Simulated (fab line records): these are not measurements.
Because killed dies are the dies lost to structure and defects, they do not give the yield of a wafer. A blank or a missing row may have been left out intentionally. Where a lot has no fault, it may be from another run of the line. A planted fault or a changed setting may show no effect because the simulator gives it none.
fab line records	flow nand_harc
record lots=13	wafers=38	last_day=33
route steps=1302 shown A_STAIRCASE@796 END@1302
lots with no fault: from the same line, run without faults
start_h: hours from the record's opening day to when the first of the lot's shown wafers began	wait_h: hours since the lot's step before	" unchanged from the row above	L1.1+2: several wafers, shown together as one row	- no value present, or no start provided	* or withheld: withheld	< > ~ a bound
route shown NAME@n: names a module that has steps shown in the file, with the first one's number in the route	usual: average and standard deviation across the fault-free wafers	same: alike in all rows	chamber/n: place in a boat	sites: the reading at each site	_std_site: the values' standard deviation	_edge_site: mean of outer sites minus mean of inner sites	radius_mm: how far each site lies from the wafer's centre	mask NAME#n: copy n	behind: tool/chamber where the wafer was last shaped	hold: the reason the lot was held/the length of the hold in hours/how it ended	device: which transistor (n, p or np) failed to switch	end of line: the route-end tests of the same wafers	a step with no rows: only its recipe	killed: at the first sort, the dies lost to defects and structure; wafer yield is something else	map: shows each die of a wafer: x if killed, . if not, _ if none is there
set.NAME: the setting that was run; set.NAME@STEP: the one run at that earlier step	model.NAME: the simulator's own value behind a step, which no gauge read
steps of the route over a sample of lots; a table a step, a row a wafer
services: from which hour (start_h, from the record's first day; less than 0 if before it) a tool's chamber was out of use, for how many hours, and why
## steps
# step NHARC_A_STAIRCASE_DEP_280
# recipe target_thk_a=300	target_thk_nm=30	temp_c=400	pressure_torr=3.5	flow_sccm=200	rf_w=350	material=SiON
# usual heater_power_w=719/92
lot.wafer	tool	chamber	start_h	wait_h	heater_power_w
L605.3	pecvd-03	1	387.43	1.0	600
L605.1	"	2	"	"	768
L605.6	"	0	"	"	876
L607.4	pecvd-03	0	397.81	0.7	814
L607.5	"	1	"	"	622
L607.6	"	2	"	"	832
L606.1	pecvd-03	1	399.11	1.6	615
L606.5	"	1	"	"	606
L606.4	"	2	"	"	803
L608.2	pecvd-02	2	421.44	1.3	586
L608.1	"	0	"	"	737
L608.6	"	1	"	"	688
L609.1	pecvd-02	2	428.65	1.6	606
L609.6	"	1	"	"	697
L609.4	"	2	"	"	596
L610.2	pecvd-03	0	430.51	1.3	828
L610.3	"	1	"	"	638
L610.5	"	1	"	"	634
L617.1	pecvd-02	2	497.83	1.6	590
L617.6	"	0	"	"	871
L619.2	pecvd-04	2	523.60	1.2	698
L619.1	"	1	"	"	658
L619.6	"	2	"	"	701
L618.1	pecvd-02	1	525.51	1.6	682
L618.4	"	2	"	"	616
L618.5	"	0	"	"	779
L620.1	pecvd-03	0	535.30	1.6	822
L620.6	"	0	"	"	813
L620.4	"	1	"	"	618
L624.1	pecvd-04	2	571.47	1.5	648
L624.5	"	2	"	"	640
L624.4	"	0	"	"	622
L626.2	pecvd-04	2	591.28	1.3	687
L626.6	"	1	"	"	752
L626.4	"	2	"	"	693
L627.2	pecvd-03	0	594.19	1.2	777
L627.6	"	0	"	"	786
L627.4	"	1	"	"	653
# step NHARC_A_STAIRCASE_HM_OPEN_460
# recipe o2_flow_sccm=400	cos_flow_sccm=20	ar_flow_sccm=0	rf_w=500	bias_w=300	chemistry=O2/COS
# usual drypump_motor_current_A=5.6/0.43	oes_product_au=0.998/0.0077	rf_vpp_V=467/3.3	showerhead_plenum_p_Torr=3.11/0.15	throttle_valve_pct=28.330/0.0079
lot.wafer	tool	chamber	start_h	wait_h	drypump_motor_current_A	oes_product_au	rf_hours_counter_h	rf_vpp_V	showerhead_plenum_p_Torr	throttle_valve_pct
L605.3	rie_diel-09	2	-	-	5.6	0.986	19	465	3.02	28.332
L605.1	"	0	"	"	5.2	0.988	24	466	3.08	28.337
L605.6	"	3	"	"	5.3	1.004	-	470	3.25	28.330
L607.4	rie_diel-01	0	-	-	5.8	0.997	2	462	2.92	28.323
L607.6	"	3	"	"	6.5	0.991	-	463	2.97	28.328
L607.5	"	0	"	"	5.8	0.993	-	463	2.92	28.318
L606.4	rie_diel-04	0	-	-	5.4	0.989	12	468	3.07	28.342
L606.1	"	1	"	"	5.8	0.987	10	468	3.19	28.332
L606.5	"	1	"	"	5.8	0.995	-	469	3.19	28.328
L608.1	rie_diel-04	3	-	-	6.3	0.998	21	472	3.36	28.320
L608.2	"	1	"	"	5.8	1.005	19	470	3.19	28.339
L608.6	"	2	"	"	5.4	1.005	-	468	3.17	28.320
L609.1	rie_diel-01	3	-	-	6.5	1.008	12	463	2.97	28.345
L609.4	"	1	"	"	5.2	1.000	12	463	2.94	28.335
L609.6	"	0	"	"	5.8	0.996	-	463	2.91	28.332
L610.2	rie_diel-01	2	-	-	5.5	0.981	12	468	3.19	28.327
L610.3	"	0	"	"	5.8	0.983	14	461	2.91	28.331
L610.5	"	3	"	"	6.6	0.995	-	465	2.97	28.339
L617.1	rie_diel-04	1	-	-	5.8	0.988	42	468	3.17	28.330
L617.6	"	0	"	"	5.4	0.984	-	466	3.05	28.320
L619.1	rie_diel-09	3	-	-	5.3	0.997	7	469	3.23	28.332
L619.2	"	0	"	"	5.2	1.002	7	465	3.06	28.319
L619.6	"	0	"	"	5.2	1.004	-	465	3.06	28.321
L618.1	rie_diel-09	0	-	-	5.2	1.016	8	466	3.05	28.349
L618.4	"	3	"	"	5.3	1.006	-	469	3.23	28.323
L618.5	"	1	"	"	5.4	1.009	-	468	3.23	28.338
L620.4	rie_diel-01	2	-	-	5.5	0.991	51	468	3.17	28.323
L620.1	"	0	"	"	5.8	1.000	54	462	2.89	28.322
L620.6	"	1	"	"	5.2	0.989	-	463	2.91	28.328
L624.1	rie_diel-01	3	-	-	6.6	0.992	2	463	2.94	28.313
L624.4	"	0	"	"	5.8	0.993	3	473	3.37	28.333
L624.5	"	3	"	"	6.5	0.989	-	463	2.94	28.329
L626.2	rie_diel-09	2	-	-	5.6	1.011	13	465	3.00	28.324
L626.4	"	3	"	"	5.4	1.006	32	468	3.21	28.324
L626.6	"	3	"	"	5.3	1.012	-	469	3.21	28.338
L627.2	rie_diel-01	1	-	-	5.2	1.000	11	464	2.91	28.344
L627.4	"	2	"	"	5.5	0.986	12	470	3.15	28.332
L627.6	"	1	"	"	5.2	0.993	-	462	2.91	28.346
# step NHARC_A_STAIRCASE_PEB_308
# recipe peb_temp_c=115	peb_time_s=130
# usual heater_power_total_W=123.86/0.21
lot.wafer	tool	chamber	start_h	wait_h	heater_power_total_W
L605.1	litho_track-07	0	395.61	0.1	124.01
L605.3	"	0	"	"	123.38
L605.6	"	0	"	"	124.05
L607.4	litho_track-07	0	403.51	0.0	123.57
L607.5	"	0	"	"	124.03
L607.6	"	0	"	"	124.01
L606.1	litho_track-03	0	404.94	0.1	124.09
L606.4	"	0	"	"	124.03
L606.5	"	0	"	"	123.91
L608.1	litho_track-05	0	434.93	0.1	123.43
L608.2	"	0	"	"	123.94
L608.6	"	0	"	"	124.06
L609.1	litho_track-05	0	440.00	0.1	124.06
L609.4	"	0	"	"	124.10
L609.6	"	0	"	"	123.77
L610.2	litho_track-03	0	440.74	0.1	124.12
L610.3	"	0	"	"	123.56
L610.5	"	0	"	"	123.88
L617.1	litho_track-05	0	505.49	0.1	136.08
L617.6	"	0	"	"	124.00
L619.1	litho_track-05	0	530.30	0.1	136.13
L619.2	"	0	"	"	123.66
L619.6	"	0	"	"	123.45
L618.1	litho_track-05	0	536.80	0.1	135.97
L618.4	"	0	"	"	123.93
L618.5	"	0	"	"	136.38
L620.1	litho_track-07	0	543.83	0.1	124.00
L620.4	"	0	"	"	123.91
L620.6	"	0	"	"	123.85
L624.1	litho_track-07	0	577.37	0.1	123.99
L624.4	"	0	"	"	124.01
L624.5	"	0	"	"	124.10
L626.2	litho_track-07	0	597.72	0.1	123.99
L626.4	"	0	"	"	123.72
L626.6	"	0	"	"	124.02
L627.2	litho_track-03	0	599.81	0.1	123.62
L627.4	"	0	"	"	124.04
L627.6	"	0	"	"	123.88
# step NHARC_A_STAIRCASE_ETCH_313
# recipe cf4_flow_sccm=100	chf3_flow_sccm=30	ar_flow_sccm=0	rf_w=500	bias_w=200	chemistry=CF4/CHF3
# usual drypump_motor_current_A=5.6/0.42	oes_product_au=0.935/0.017	rf_vpp_V=370.2/2.7	showerhead_plenum_p_Torr=1.56/0.075	throttle_valve_pct=16.801/0.0094
lot.wafer	tool	chamber	start_h	wait_h	drypump_motor_current_A	oes_product_au	rf_hours_counter_h	rf_vpp_V	showerhead_plenum_p_Torr	throttle_valve_pct
L605.3	rie_diel-01	1	396.01	0.1	5.2	0.960	2	366.9	1.48	16.792
L605.1	"	2	"	"	5.5	0.962	2	372.1	1.61	16.808
L605.6	"	1	"	"	5.2	0.951	-	367.3	1.48	16.787
L607.4	rie_diel-01	2	403.91	0.1	5.5	0.913	5	370.9	1.61	16.803
L607.6	"	1	"	"	5.2	0.916	-	368.7	1.48	16.803
L607.5	"	2	"	"	5.5	0.913	-	371.3	1.61	16.788
L606.1	rie_diel-09	3	409.24	3.8	5.4	0.939	34	372.0	1.63	16.796
L606.4	"	0	"	"	5.2	0.916	-	369.6	1.55	16.828
L606.5	"	3	"	"	5.3	0.947	-	372.9	1.63	16.801
L608.2	rie_diel-04	2	435.36	0.1	5.4	0.938	20	371.9	1.60	16.803
L608.1	"	3	"	"	6.3	0.925	24	373.3	1.69	16.804
L608.6	"	0	"	"	5.4	0.935	-	367.9	1.54	16.794
L609.1	rie_diel-01	3	440.41	0.1	6.6	0.924	15	367.9	1.50	16.801
L609.4	"	0	"	"	5.8	0.932	16	366.5	1.47	16.802
L609.6	"	2	"	"	5.5	0.923	-	370.7	1.60	16.789
L610.3	rie_diel-04	3	441.14	0.1	6.3	0.916	25	374.9	1.69	16.811
L610.2	"	2	"	"	5.4	0.923	21	370.9	1.59	16.793
L610.5	"	0	"	"	5.4	0.923	-	368.6	1.54	16.790
L617.1	rie_diel-01	3	505.92	0.1	6.6	0.924	38	368.0	1.49	16.787
L617.6	"	0	"	"	5.9	0.928	-	366.1	1.46	16.807
L619.1	rie_diel-01	1	530.71	0.1	5.2	0.956	56	367.0	1.47	16.818
L619.2	"	2	"	"	5.5	0.943	49	370.7	1.60	16.802
L619.6	"	0	"	"	5.9	0.952	-	367.1	1.46	16.795
L618.4	rie_diel-01	0	537.28	0.1	5.8	0.917	54	366.7	1.46	16.791
L618.1	"	1	"	"	5.2	0.924	58	366.4	1.47	16.805
L618.5	"	0	"	"	5.8	0.929	-	365.7	1.46	16.804
L620.1	rie_diel-04	2	544.36	0.1	5.3	0.934	1	370.3	1.59	16.809
L620.4	"	1	"	"	5.8	0.957	1	370.3	1.60	16.805
L620.6	"	3	"	"	6.3	0.948	-	375.1	1.68	16.791
L624.1	rie_diel-09	3	578.09	0.4	5.3	0.964	28	371.6	1.62	16.808
L624.4	"	1	"	"	5.4	0.950	25	371.1	1.62	16.816
L624.5	"	2	"	"	5.5	0.959	-	368.7	1.51	16.809
L626.2	rie_diel-01	1	598.13	0.1	5.2	0.933	11	366.8	1.46	16.799
L626.4	"	3	"	"	6.6	0.929	12	368.0	1.48	16.791
L626.6	"	0	"	"	5.8	0.926	-	373.0	1.70	16.801
L627.4	rie_diel-01	1	600.22	0.1	5.2	0.915	12	366.4	1.46	16.800
L627.2	"	2	"	"	5.5	0.917	13	370.4	1.59	16.807
L627.6	"	0	"	"	5.8	0.926	-	376.1	1.70	16.798
# step NHARC_END_SORT_01
# recipe temp_c=25
# usual killed_at_array=56/20	killed_at_other=1/1.3	killed_at_periphery=3.5/2.7	killed_dies=60/20	killed_open=3.3/1.6	killed_short=2.4/1.5
# same gross_dies=677
lot.wafer	tool	chamber	start_h	wait_h	killed_at_array	killed_at_other	killed_at_periphery	killed_dies	killed_open	killed_short
L620.4	prober-02	0	724.35	3.4	105	0	2	107	4	4
# killed by level:class
L620.4 A_SLIT:chamber_film_flake=34 A_CHANNEL_HOLE_D1:chamber_film_flake=28 A_CHANNEL_HOLE_D2:chamber_film_flake=24 A_WL_FILL:chamber_film_flake=5 A_DECK1_JOINT:chamber_film_flake=3 P_GATE:chamber_film_flake=2 A_CONTACT:chamber_film_flake=2 A_ONON_D1:geometric_particle:short=1
## services
tool	chamber	start_h	hours	kind
pecvd-03	-	366.01	13.0	pm
rie_diel-01	-	380.94	9.0	pm
rie_diel-09	0	389.58	2.6	repair
rie_diel-09	2	405.13	8.3	repair
rie_diel-04	2	405.71	3.7	repair
pecvd-02	-	408.33	13.0	pm
litho_track-07	-	426.02	7.0	pm
rie_diel-04	1	426.06	9.2	repair
pecvd-03	-	440.64	0.3	repair
rie_diel-04	1	445.58	4.4	repair
pecvd-02	0	449.69	3.1	repair
litho_track-03	-	450.01	7.0	pm
pecvd-04	-	450.20	13.0	pm
pecvd-03	1	450.62	10.2	repair
rie_diel-04	0	460.20	10.4	repair
litho_track-05	-	474.00	7.0	pm
rie_diel-09	-	497.23	9.0	pm
rie_diel-09	1	509.63	3.2	repair
rie_diel-04	-	532.73	9.0	pm
pecvd-03	-	547.09	13.0	pm
rie_diel-01	-	558.05	9.0	pm
rie_diel-04	2	567.01	34.5	repair
rie_diel-09	-	568.36	2.1	repair
pecvd-02	-	589.33	13.0	pm
## key
first_sign step=NHARC_A_STAIRCASE_PEB_308	reading=heater_power_total_W	direction=up	sigmas=60	usual=*	struck=*
effect none on later readings
met_at NHARC_A_STAIRCASE_PEB_308
struck_lots L617,L618,L619
struck_wafers L617.1,L618.1,L618.5,L619.1
tester_left_out L617,L618,L619
not_acting_at NHARC_A_STAIRCASE_DEP_280,NHARC_A_STAIRCASE_HM_OPEN_460,NHARC_A_STAIRCASE_ETCH_313
onset_between 440.00 505.49
fault kind=process_parameter_drift	tool=litho_track-05	chamber=-	onset_h=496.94	steps=NHARC_A_STAIRCASE_PEB_308	channel=peb_time_s	offset=*	shape=step	end_h=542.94	scope=struck_wafers_only	acts_in=*	stated=*
# tester_left_out: of these lots the tester's yield and bins aren't shown, on N5 and GAA mostly nor the transistor test; their killed dies are dies lost to structure and defects alone, not to doping, threshold or leakage, so they don't give the yield
